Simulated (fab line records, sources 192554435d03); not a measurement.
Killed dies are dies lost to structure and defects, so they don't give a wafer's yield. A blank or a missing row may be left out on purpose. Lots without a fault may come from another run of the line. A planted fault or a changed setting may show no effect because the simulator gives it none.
Chamber matching | flow n5_finfet | N5_BEOL_M7_STRIP_19 on rie_diel-06: 4 sister chambers
The step strips in O2. 14 wafers are shown with their chamber, then 7 later ones without.

WAFERS WITH THEIR CHAMBER
wafer  | chamber | drypump_motor_current_A (A) | showerhead_plenum_p_Torr (Torr) | throttle_valve_pct (%)
L074.2 | 0       | 5.5                         | 2.09                            | 16.50
L074.3 | 3       | 5.8                         | 2.05                            | 16.74
L074.5 | 2       | 5.8                         | 1.96                            | 16.77
L079.1 | 1       | 5.4                         | 2.11                            | 16.68
L079.4 | 0       | 5.5                         | 2.08                            | 16.50
L079.6 | 2       | 5.9                         | 1.96                            | 16.81
L087.1 | 0       | 5.5                         | 2.08                            | 16.53
L087.2 | 1       | 5.4                         | 2.10                            | 16.68
L087.4 | 2       | 5.9                         | 1.95                            | 16.82
L086.2 | 3       | 5.8                         | 2.04                            | 16.81
L086.4 | 2       | 5.9                         | 1.95                            | 16.86
L086.6 | 1       | 5.4                         | 2.10                            | 16.68
L091.1 | 3       | 5.8                         | 2.04                            | 16.81
L091.4 | 1       | 5.4                         | 2.10                            | 16.69

SIGNATURES (means of the wafers above)
reading                  | chamber 0 | chamber 1 | chamber 2 | chamber 3 | scatter within a chamber
drypump_motor_current_A  | 5.500     | 5.400     | 5.875     | 5.800     | 0.0274
showerhead_plenum_p_Torr | 2.0833    | 2.1025    | 1.9550    | 2.0433    | 0.00555
throttle_valve_pct       | 16.5100   | 16.6825   | 16.8150   | 16.7867   | 0.0284
Rule: a wafer's distance from a chamber is the root of the sum, over the readings, of the square of ((its reading less the chamber's mean) divided by the reading's scatter). The wafer belongs to the nearest chamber; if the next one is less than 2 further off, it can't be placed. The scatter: the root of (the sum of the squares of (reading less its chamber's mean) over the shown wafers, divided by (wafers less chambers)).

WAFERS WITHOUT THEIR CHAMBER
wafer  | drypump_motor_current_A (A) | showerhead_plenum_p_Torr (Torr) | throttle_valve_pct (%)
L091.5 | 5.5                         | 2.08                            | 16.57
L093.3 | 5.8                         | 2.04                            | 16.82
L093.4 | 5.4                         | 2.10                            | 16.70
L093.6 | 5.5                         | 2.07                            | 16.54
L097.1 | 5.4                         | 2.10                            | 16.75
L097.4 | 5.5                         | 2.07                            | 16.56
L097.6 | 5.9                         | 1.95                            | 16.84

WHICH CHAMBER EACH WENT THROUGH
wafer  | from the rows above | in truth
L091.5 | 0                   | 0
L093.3 | 3                   | 3
L093.4 | 1                   | 1
L093.6 | 0                   | 0
L097.1 | 1                   | 1
L097.4 | 0                   | 0
L097.6 | 2                   | 2
Placed correctly: 7 of 7. Can't be placed from these rows: 0. Placed wrongly: 0.
